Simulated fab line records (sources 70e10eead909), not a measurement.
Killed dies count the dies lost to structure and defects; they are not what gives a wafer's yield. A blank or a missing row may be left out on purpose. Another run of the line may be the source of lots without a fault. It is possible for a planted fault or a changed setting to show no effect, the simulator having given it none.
Matching of chambers + flow nandHarc + NHARC_P_M0_PRE_CLEAN_31 on pecvd-03: 3 sister chambers
The step time 12 s. 6 wafers are shown with their chamber, then 7 later ones without.

== EACH WAFER AND ITS CHAMBER ==
| wafer  | chamber | heaterPowerOuterW (W) | heaterPowerW (W) |
|--------|---------|-----------------------|------------------|
| L079.5 | 0       | 397                   | 663              |
| L082.2 | 1       | 336                   | 567              |
| L082.5 | 0       | 365                   | 635              |
| L082.6 | 2       | 333                   | 588              |
| L084.4 | 1       | 303                   | 517              |
| L084.5 | 2       | 285                   | 513              |

== WAFERS WITH NO CHAMBER GIVEN ==
| wafer  | heaterPowerOuterW (W) | heaterPowerW (W) |
|--------|-----------------------|------------------|
| L084.6 | 352                   | 603              |
| L090.3 | 342                   | 587              |
| L090.5 | 397                   | 646              |
| L090.6 | 329                   | 567              |
| L095.2 | 332                   | 576              |
| L095.4 | 351                   | 598              |
| L095.5 | 337                   | 579              |

== WHICH CHAMBER EACH WENT THROUGH ==
| wafer  | from the rows above          | in truth |
|--------|------------------------------|----------|
| L084.6 | can't be placed: 0 or 1 or 2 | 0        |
| L090.3 | can't be placed: 1 or 2 or 0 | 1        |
| L090.5 | 0                            | 0        |
| L090.6 | can't be placed: 1 or 2      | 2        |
| L095.2 | can't be placed: 1 or 2 or 0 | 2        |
| L095.4 | can't be placed: 0 or 1 or 2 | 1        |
| L095.5 | can't be placed: 1 or 2 or 0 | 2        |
1 of 7 placed correctly. From these rows, 6 cannot be placed; in 6 the true chamber is one of the candidates. Number placed wrongly: 0.
How it was worked out, from the rows above alone: a wafer's distance from a chamber is the root of the sum, over the readings, of the square of ((its reading less the chamber's mean) divided by the reading's scatter). If the next closest chamber is less than 2 further off than the closest, the wafer can't be placed; otherwise it belongs to the closest. The mean given for a chamber averages the wafers shown for that chamber. The scatter is the square root of a quotient: the sum, over the shown wafers, of each reading's squared deviation from its chamber's mean, divided by wafers minus chambers.
